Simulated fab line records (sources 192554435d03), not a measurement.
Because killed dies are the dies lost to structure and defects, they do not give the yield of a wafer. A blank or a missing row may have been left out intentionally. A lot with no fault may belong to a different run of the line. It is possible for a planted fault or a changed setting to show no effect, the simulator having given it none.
Matching of chambers / flow n5_finfet / N5_FIN_SAQP_MANDREL_ETCH_22 on rie_si-05 has 4 sister chambers
The step etches a-Si in HBr/Cl2, stops on SiNx, target depth 60 nm, bt time 10 s, time 30 s. 4 wafers are shown with their chamber, then 9 later ones without.

== WAFERS, EACH WITH ITS CHAMBER ==
wafer=L080.2; chamber=0; throttle_valve_pct (%)=34.5
wafer=L081.2; chamber=1; throttle_valve_pct (%)=34.9
wafer=L083.1; chamber=2; throttle_valve_pct (%)=35.3
wafer=L083.4; chamber=3; throttle_valve_pct (%)=36.0

== WAFERS WHOSE CHAMBER IS MISSING ==
wafer=L088.1; throttle_valve_pct (%)=34.8
wafer=L088.5; throttle_valve_pct (%)=34.9
wafer=L088.6; throttle_valve_pct (%)=35.1
wafer=L093.1; throttle_valve_pct (%)=35.1
wafer=L093.3; throttle_valve_pct (%)=34.9
wafer=L093.4; throttle_valve_pct (%)=35.1
wafer=L097.1; throttle_valve_pct (%)=35.1
wafer=L097.4; throttle_valve_pct (%)=34.9
wafer=L097.5; throttle_valve_pct (%)=35.3

== CHAMBER TAKEN BY EACH ==
wafer=L088.1; from the rows above=can't be placed: 1 or 0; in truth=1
wafer=L088.5; from the rows above=1; in truth=1
wafer=L088.6; from the rows above=can't be placed: 2 or 1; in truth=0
wafer=L093.1; from the rows above=can't be placed: 2 or 1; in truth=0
wafer=L093.3; from the rows above=1; in truth=1
wafer=L093.4; from the rows above=can't be placed: 2 or 1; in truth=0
wafer=L097.1; from the rows above=can't be placed: 2 or 1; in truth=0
wafer=L097.4; from the rows above=1; in truth=1
wafer=L097.5; from the rows above=2; in truth=2
Correct placement for 4 of the 9. Cannot be placed on the basis of these rows: 5; the candidates contain the true chamber in 1. Placed wrongly: 0.
How it was worked out, from the rows above alone: a wafer's distance from a chamber is the root of the sum, over the readings, of the square of ((its reading less the chamber's mean) divided by the reading's scatter). If the next closest chamber is less than 2 further off than the closest, the wafer can't be placed; otherwise it belongs to the closest. Each chamber's mean is taken over the wafers shown for it. The scatter: root of mean squared gap, hidden wafer to nearest shown wafer, with one shown wafer a chamber.
